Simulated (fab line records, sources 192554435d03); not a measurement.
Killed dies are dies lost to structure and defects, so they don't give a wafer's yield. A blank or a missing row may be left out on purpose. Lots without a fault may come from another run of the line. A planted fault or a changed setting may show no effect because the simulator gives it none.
Problem report in the 8D (eight disciplines) form, filled by code | flow n5_finfet | the parts of the form that need people (team, actions taken, sign-off) are left out

1. THE PROBLEM
M7_THK at N5_BEOL_M7_THK_MEAS_53 reads a mean of 190.4 nm on 2 wafers of 2 lots; wafers without a fault read 79.2 nm with a standard deviation of 2.8. That is +40 standard deviations from the usual mean.
The step: measures by xrf.
First seen on wafer L268.3, day 12 23:15, on film_metro-01. The record holds 27 wafers of 9 lots with a number at this step. Rule for "out", or "out of limits": more than 4 standard deviations from the usual mean. The other wafers with a number count as sound.

2. WHAT IT IS AND WHAT IT IS NOT
question                    | is                           | is not
which readings at this step | M7_THK                       | -
which lots                  | L266, L268                   | L256, L263, L264, L270, L271, L274, L278
which wafers of those lots  | L266.5, L268.3               | L266.2, L266.4, L268.1, L268.4
read on which gauges        | film_metro-01, film_metro-02 | -
when                        | from day 12 23:15            | up to then (11 sound wafers); but 14 sound wafers of L266, L270, L271, L274, L278 came after

3. SUSPECTS, AND WHAT RULES EACH OUT
Counting: a tool at a process step up to the reading stays a suspect if it ran every lot that is out. Sound lots after the first of them don't rule it out here, since some wafers of a struck lot are sound.
- the gauge at N5_BEOL_M7_THK_MEAS_53: ruled out. The wafers that are out were read on 2 gauges (film_metro-01, film_metro-02).
- cmp-01 at N5_BEOL_M7_CMP_52 (polishes, stops on SiCOH lowk, t overpolish 6.9 s, target thk 80 nm): kept. It ran every lot that is out, first L268 (day 12 22:57); its last sound lot up to then is L264 (day 12 02:43). Its own readings are out on those wafers: barrier_field_endpoint_s, overpolish_run_s, time_to_endpoint_s.
Left after counting: cmp-01 at N5_BEOL_M7_CMP_52.

4. THE CAUSE (what the simulator had put in)
Process parameter drift: cmp-01, from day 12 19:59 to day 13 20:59, at N5_BEOL_M7_CMP_52. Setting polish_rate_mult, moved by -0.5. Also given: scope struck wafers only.
Counting left only this tool.

5. THE CHAIN OF EFFECTS, in route order
Each row: a reading whose mean over the struck wafers that have a number lies more than 3 standard deviations from the usual. Only readings for which the record gives a usual standard deviation are gone through. hours: the time from each lot's start at the first step in this table that gives one to its start at this step, as a median over the lots. sigmas: the change in usual standard deviations.
hours | step                    | reading                  | usual   | on struck wafers | change | sigmas
0     | N5_BEOL_M7_CMP_52       | barrier_field_endpoint_s | 29.2 s  | 46.9             | +17.7  | +20
0     | N5_BEOL_M7_CMP_52       | overpolish_run_s         | 6.900 s | 0.045            | -6.855 | -99 or more
0     | N5_BEOL_M7_CMP_52       | time_to_endpoint_s       | 63 s    | 82               | +18    | +5.4
0     | N5_BEOL_M7_THK_MEAS_53  | M7_THK                   | 79.2 nm | 190.4            | +111.2 | +40
0     | N5_BEOL_M7_INSPECT_58   | raw_defect_count         | 69      | 1162             | +1093  | +55
86    | N5_PASSIVATION_PROBE_49 | defect_limited_yield     | 91.0 %  | 0.0              | -91.0  | -65
86    | N5_PASSIVATION_PROBE_49 | killed_at_M4_up          | 14      | 1107             | +1093  | +99 or more
86    | N5_PASSIVATION_PROBE_49 | killed_dies              | 106     | 1180             | +1074  | +67
86    | N5_PASSIVATION_PROBE_49 | killed_on_rim            | 13      | 152              | +139   | +35
86    | N5_PASSIVATION_PROBE_49 | sort_n_pass              | 1070    | 0                | -1070  | -38
86    | N5_PASSIVATION_PROBE_49 | sort_yield_pct           | 90.7 %  | 0.0              | -90.7  | -38
The process steps in it:
- N5_BEOL_M7_CMP_52: polishes, stops on SiCOH lowk, t overpolish 6.9 s, target thk 80 nm.
- N5_PASSIVATION_PROBE_49

6. WHAT WOULD HAVE CAUGHT IT SOONER
In this record the first reading out of limits at a measuring or inspecting step was taken at day 12 23:15, 3 hours after the fault began at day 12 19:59.
The tool's own readings at N5_BEOL_M7_CMP_52 were out on every struck wafer that the step has a row for (barrier_field_endpoint_s, overpolish_run_s, time_to_endpoint_s): an alarm limit on them would have fired on the first of those.
Of the lots that are out (2), L266 began N5_BEOL_M7_CMP_52 on cmp-01 after day 12 23:15. A hold on the tool at that time would have spared it.
